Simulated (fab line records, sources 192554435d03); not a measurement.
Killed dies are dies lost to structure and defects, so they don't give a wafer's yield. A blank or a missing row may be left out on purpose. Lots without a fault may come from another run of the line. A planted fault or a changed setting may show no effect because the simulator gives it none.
fab line records | flow n5_finfet
record lots=4 wafers=12 last_day=18
route steps=1938 shown BEOL_M2@926 BEOL_M3@931 BEOL_M4@1111 PASSIVATION@1936
lots that met no fault: from a run of the same line without faults
start_h: hours from the record's first day to the start of the lot's first wafer shown | wait_h: hours since the lot's step before | " the same as in the row above | L1.1+2: a row that stands for several wafers | - no value, or no start given | * or withheld: withheld | < > ~ a bound
route shown NAME@n: a module of which the file shows steps, and the number in the route of the first | usual: mean/standard deviation of fault-free wafers | same: alike in all rows | chamber/n: place in a boat | sites: the reading at each site | _std_site: their standard deviation | _edge_site: outer sites' mean less inner sites' | radius_mm: how far each site lies from the wafer's centre | mask NAME#n: copy n | behind: the tool/chamber that last shaped the wafer | hold: why the lot was held/for how many hours/how that ended | device: the transistor (n, p or np) that didn't switch | end of line: the same wafers' tests at the end of the route | a step without rows: its recipe alone | killed: dies lost to structure and defects at the first sort, not the wafer's yield | map: a wafer's dies, x killed, . not, _ none there
set.NAME: the setting as run; set.NAME@STEP: as run at that earlier step | model.NAME: the simulator's own value behind a step, which no gauge read
lots at some steps of the route; a table a step, a row a wafer
services: from which hour (start_h, from the record's first day; less than 0 if before it) a tool's chamber was out of use, for how many hours, and why
## steps
# step N5_BEOL_M2_CO_CAP_55
# recipe material=Co target_thk_a=20 temp_c=200 precursor=CCTBA/H2 pressure_torr=30 time_s=102.1
# step N5_BEOL_M2_PRE_CLEAN_56
# recipe gas=NH3 time_s=15 temp_c=withheld rf_power_w=300
# step N5_BEOL_M2_DEP_57
# recipe material=SiCN target_thk_a=80 temp_c=withheld precursor=3MS/NH3 pressure_torr=3 rf_w=202 time_s=14
# step N5_BEOL_M3_ILD_DEP_00
# recipe material=SiOC target_thk_a=790 temp_c=350 precursor=DEMS/O2 pressure_torr=5 rf_w=500 time_s=15.3
# step N5_BEOL_M3_PECVD_72
# recipe material=SiO2 target_thk_a=160 temp_c=400 precursor=TEOS/O2 pressure_torr=5.5 rf_w=450 teos_flow_sccm=53.8 gas=O2 flow_sccm=3000 time_s=18
# step N5_BEOL_M3_HM_DEP_02
# recipe material=TiN target_thk_a=200 temp_c=25 chamber_pressure_pa=0.49996
# step N5_BEOL_M3_COAT_61
# recipe resist=SOC temp_c=250 time_s=60 spin_rpm=1500 resist_thk_nm=60
# step N5_BEOL_M3_COAT_62
# recipe resist=SiARC temp_c=220 time_s=60 spin_rpm=1500 resist_thk_nm=12
# step N5_BEOL_M3_COAT_73
# recipe resist=underlayer temp_c=205 time_s=60 spin_rpm=1500 resist_thk_nm=5
# step N5_BEOL_M3_COAT_05
# recipe resist=CAR-EUV spin_rpm=1500 resist_thk_nm=30
# usual dispense_pressure_kPa=48/3.6 spin_speed_rpm=1500.0/1
# columns lot.wafer tool chamber start_h wait_h dispense_pressure_kPa spin_speed_rpm model.CAR-EUV_of_BEOL_M3_COAT_05.thk_nm
L248.3 litho_track-04 0 205.66 - 54 1502.8 30
L248.4 " 0 " " 54 1501.5 30
L248.5 " 0 " " 54 1500.3 30
L254.1 litho_track-04 0 237.85 - 54 1289.0 32.4
L254.3 " 0 " " 54 1287.9 32.4
L254.5 " 0 " " 54 1289.0 32.4
L256.2 litho_track-04 0 238.89 - 54 1288.0 32.6
L256.4 " 0 " " 54 1288.5 32.4
L256.5 " 0 " " 54 1288.4 32.6
L264.2 litho_track-01 0 293.48 - 47 1501.3 30
L264.5 " 0 " " 47 1500.6 30.2
L264.6 " 0 " " 47 1500.7 30
# step N5_BEOL_M3_EBR_07
# recipe solvent=PGMEA ebr_width_mm=1.5
# step N5_BEOL_M3_SOFTBAKE_06
# recipe temp_c=110 time_s=60 resist=CAR-EUV
# step N5_BEOL_M3_EXPOSE_08
# recipe mask_id=M3 na=0.33 source_shape=dipole sigma_inner=0.369 sigma_outer=0.767 polarization=unpolarized dose_mj=33
# step N5_BEOL_M3_PEB_09
# recipe peb_temp_c=100 peb_time_s=60 resist=CAR-EUV
# step N5_BEOL_M3_DEVELOP_10
# recipe develop_time_s=30 developer=TMAH resist=CAR-EUV rinse_liquid=surfactant_rinse dry=air_spin dev_temp_c=23
# step N5_BEOL_M3_DESCUM_16
# recipe chemistry=O2 time_s=7 source_power_w=50 bias_power_w=20 pressure_mtorr=20 rf_frequency_hz=2.712e+07 temp_c=40 resist=CAR-EUV o2_flow_sccm=225
# step N5_BEOL_M3_ETCH_74
# recipe chemistry=N2/H2 target=underlayer target_depth_a=65 mask_material=CAR-EUV time_s=5.2 ion_energy_ev=200 pressure_mtorr=30 source_w=840 bias_w=150 n2_flow_sccm=200 h2_flow_sccm=200 ends=cleared
# step N5_BEOL_M3_ETCH_63
# recipe chemistry=CF4 target=SiARC target_depth_a=156 mask_material=CAR-EUV time_s=26 ion_energy_ev=80 pressure_mtorr=40 source_w=545 bias_w=36 Ar_flow_sccm=100 cf4_flow_sccm=100 ends=cleared
# usual drypump_motor_current_A=5.9/0.56 etch_rf_on_time_s=26.3/0.77 oes_product_au=0.66/0.083 rf_vpp_V=184.3/1.1 showerhead_plenum_p_Torr=2.16/0.06 throttle_valve_pct=15.59/0.23
# columns lot.wafer tool chamber start_h wait_h drypump_motor_current_A etch_rf_on_time_s oes_product_au rf_hours_counter_h rf_vpp_V showerhead_plenum_p_Torr throttle_valve_pct model.CAR-EUV_of_BEOL_M3_COAT_05.thk_nm
L248.3 rie_diel-05 3 206.19 0.0 5.8 26.6 0.60 177 184.1 2.21 15.85 11
L248.4 " 0 " " 6.6 27.1 0.63 - 183.5 2.07 15.36 11.2
L248.5 " 2 " " 6.6 26.3 0.64 - 185.3 2.13 15.53 11.2
L254.1 rie_diel-02 3 238.28 0.0 6.2 26.4 0.57 243 183.9 2.20 15.68 13.6
L254.3 " 2 " " 5.9 27.2 0.81 0 184.4 2.29 15.18 13.6
L254.5 " 0 " " 5.2 26.6 0.59 - 185.6 2.20 15.79 13.6
L256.2 rie_diel-02 0 239.49 0.0 5.2 27.1 0.58 246 182.1 2.20 15.77 13.6
L256.4 " 2 " " 5.9 27.2 0.81 0 185.5 2.29 15.18 13.8
L256.5 " 2 " " 5.9 27.2 0.80 - 185.8 2.29 15.17 13.8
L264.2 rie_diel-02 0 294.19 0.0 5.2 25.8 0.82 - 186.1 2.19 15.35 11.2
L264.5 " 0 " " 5.2 25.8 0.83 - 184.7 2.19 15.34 11.4
L264.6 " 0 " " 5.2 25.7 0.83 - 184.5 2.19 15.36 11.2
# step N5_BEOL_M3_ETCH_64
# recipe chemistry=N2/H2 target=SOC target_depth_a=750 overetch_a=150 mask_material=SiARC temp_c=40 time_s=112.5 ion_energy_ev=200 pressure_mtorr=30 source_w=840 bias_w=150 n2_flow_sccm=200 h2_flow_sccm=200
# step N5_BEOL_M4_RC_MEAS_101
# usual DIBL_N=36.4/2.7 DIBL_P=36/3.2 IOFF_N=0.16/0.046 IOFF_P=0.21/0.055 ION_N=677/15 ION_P=464/11 SS_N=71.5/0.79 SS_P=73.3/0.93 VT_N=250/4.1 VT_P=-251/4.4
# columns lot.wafer tool chamber start_h wait_h DIBL_N[mV/V] DIBL_P[mV/V] IOFF_N[nA/um] IOFF_P[nA/um] ION_N[uA/um] ION_P[uA/um] SS_N[mV/dec] SS_P[mV/dec] VT_N[mV] VT_P[mV]
L248.3 prober-01 0 232.87 0.3 34.3 36 0.13 0.19 670 461 71.3 72.5 254 -252
L248.4 " 0 " " 32.7 34 0.11 0.17 662 457 70.7 71.9 253 -253
L248.5 " 0 " " 32.1 33 0.11 0.16 672 463 70.8 72.1 253 -250
L254.1 prober-01 0 263.35 0.0 38.0 41 0.18 0.25 672 468 72.4 74.0 250 -250
L254.3 " 0 " " 39.4 42 0.23 0.27 703 481 73.0 74.3 247 -248
L254.5 " 0 " " 36.7 39 0.17 0.23 686 469 71.8 74.1 250 -251
L256.2 prober-01 0 275.31 0.2 39.8 40 0.24 0.26 696 468 71.9 73.4 245 -248
L256.4 " 0 " " 41.8 43 0.29 0.31 698 465 73.2 74.5 243 -247
L256.5 " 0 " " 34.9 35 0.14 0.18 658 457 70.8 72.5 254 -251
L264.2 prober-01 0 319.60 0.2 35.0 35 0.14 0.15 662 449 71.4 72.9 252 -256
L264.5 " 0 " " 36.2 36 0.15 0.15 667 447 72.0 73.0 251 -257
L264.6 " 0 " " 29.7 30 0.07 0.10 631 438 70.5 71.5 260 -263
# step N5_PASSIVATION_PROBE_49
# usual defect_limited_yield=91.1/1.4 killed_at_M0_to_M3=34/9.7 killed_at_M4_up=13/5.1 killed_at_contacts=14/6.3 killed_at_front_end=40/11 killed_at_other=3.5/2.7 killed_dies=105/16 killed_on_rim=13/4.1 killed_open=70/12 killed_short=34/7.8 sort_bin_5_function=5.2/0.88 sort_bin_6_memory=3.3/0.7 sort_bin_8_speed=0.1/0.62 sort_n_pass=1074/17 sort_yield_pct=91.0/1.5
# same gross_dies=1180 killed_at_back_side=0 sort_bin_4_leakage[%]=0
# columns lot.wafer tool chamber start_h wait_h defect_limited_yield[%] killed_at_M0_to_M3 killed_at_M4_up killed_at_contacts killed_at_front_end killed_at_other killed_dies killed_on_rim killed_open killed_short sort_bin_5_function[%] sort_bin_6_memory[%] sort_bin_8_speed[%] sort_n_pass sort_yield_pct[%]
L248.3 prober-01 - 335.96 0.1 91.4 25 17 11 48 1 102 10 63 31 4.1 4.0 0 1078 91.4
L248.4 prober-01 - 336.01 0.2 92.7 17 13 16 39 1 86 13 65 20 4.4 2.8 0 1094 92.7
L248.5 prober-01 - 336.06 0.2 91.4 45 8 18 30 0 101 10 68 27 5.5 2.3 0 1079 91.4
L256.2 prober-02 - 377.93 0.1 90.3 44 16 6 48 0 114 16 81 31 5.4 3.9 0 1066 90.3
L256.4 prober-02 - 378.03 0.2 87.5 68 10 14 54 2 148 23 107 41 7.8 4.3 0 1032 87.5
L256.5 prober-02 - 378.08 0.2 91.2 41 22 3 33 5 104 12 67 36 5.4 3.1 0 1076 91.2
# killed by level:class
L248.3 STI_FIN_REVEAL:geometric_particle:open=10 MOL_CONTACT_COAG:geometric_particle:open=9 BEOL_M0_SAQP:geometric_particle:short=9 GATE_CUT:geometric_particle:open=7 BEOL_M0_SAQP:geometric_particle:open=6 BEOL_M5:geometric_particle:open=6 DUMMY_GATE:geometric_particle:open=5 GATE_CUT:geometric_particle:short=5
L248.4 STI_FIN_REVEAL:geometric_particle:open=16 MOL_CONTACT_COAG:geometric_particle:open=11 BEOL_M0:geometric_particle:open=9 MOL_CONTACT_COAG:geometric_particle:short=5 GATE_CUT:geometric_particle:open=4 BEOL_M4:geometric_particle:open=4 BEOL_M5:geometric_particle:open=4 FIN_SAQP:geometric_particle:open=3
L248.5 MOL_CONTACT_COAG:geometric_particle:open=17 BEOL_M0_SAQP:geometric_particle:open=9 BEOL_M3:geometric_particle:open=9 BEOL_M0_SAQP:geometric_particle:short=8 BEOL_M2:geometric_particle:open=7 BEOL_M0:geometric_particle:open=6 STI_FIN_REVEAL:geometric_particle:open=5 BEOL_M5:geometric_particle:open=5
L256.2 FIN_SAQP:geometric_particle:open=22 BEOL_M0_SAQP:geometric_particle:open=17 BEOL_M0_SAQP:geometric_particle:short=11 BEOL_M3:geometric_particle:open=9 STI_FIN_REVEAL:geometric_particle:open=7 BEOL_M4:geometric_particle:open=7 DUMMY_GATE:geometric_particle:open=5 MOL_CONTACT_COAG:geometric_particle:open=5
L256.4 STI_FIN_REVEAL:geometric_particle:open=29 BEOL_M0_SAQP:geometric_particle:open=22 BEOL_M0_SAQP:geometric_particle:short=15 BEOL_M3:geometric_particle:open=14 MOL_CONTACT_COAG:geometric_particle:open=11 BEOL_M2:geometric_particle:open=6 FIN_SAQP:geometric_particle:short=5 FIN_SAQP:geometric_particle:open=5
L256.5 BEOL_M0_SAQP:geometric_particle:short=11 BEOL_M0_SAQP:geometric_particle:open=10 BEOL_M4:geometric_particle:open=10 FIN_SAQP:geometric_particle:short=8 BEOL_M2:geometric_particle:open=8 FIN_SAQP:geometric_particle:open=7 STARTING-WAFER:geometric_particle:open=5 DUMMY_GATE:geometric_particle:open=4
## services
# columns tool chamber start_h hours kind
rie_diel-05 1 196.49 - clean
rie_diel-05 1 196.49 - consumable_replace:focus_ring
rie_diel-05 1 196.49 20.2 scheduled_down
rie_diel-05 1 196.49 20.2 vent_cycle
rie_diel-02 2 214.60 - clean
rie_diel-02 2 214.60 - consumable_replace:focus_ring
rie_diel-02 2 214.60 - consumable_replace:showerhead
rie_diel-02 2 214.60 22.7 scheduled_down
rie_diel-02 2 214.60 22.7 vent_cycle
rie_diel-02 0 254.63 - clean
rie_diel-02 0 254.63 - consumable_replace:focus_ring
rie_diel-02 0 254.63 32.4 scheduled_down
rie_diel-02 0 254.63 32.4 vent_cycle
litho_track-04 - 276.01 - consumable_replace:filter
rie_diel-02 3 287.04 - clean
rie_diel-02 3 287.04 - consumable_replace:focus_ring
rie_diel-02 3 287.04 29.0 scheduled_down
rie_diel-02 3 287.04 29.0 vent_cycle
## key
first_sign step=N5_BEOL_M3_COAT_05 reading=spin_speed_rpm direction=down sigmas=99+ usual=* struck=*
effect none on later readings
model_effect step=N5_BEOL_M3_COAT_05 value=CAR-EUV_of_BEOL_M3_COAT_05.thk_nm without=30.07 struck=32.47
model_effect step=N5_BEOL_M3_ETCH_63 value=CAR-EUV_of_BEOL_M3_COAT_05.thk_nm without=11.3 struck=13.67
met_at N5_BEOL_M3_COAT_05
struck_wafers L254.1,L254.3,L254.5,L256.2,L256.4,L256.5
onset_between 205.66 237.85
fault kind=process_parameter_drift tool=litho_track-04 chamber=- onset_h=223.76 steps=N5_BEOL_M3_COAT_05 channel=spin_rpm offset=* shape=step end_h=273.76 acts_in=* stated=*
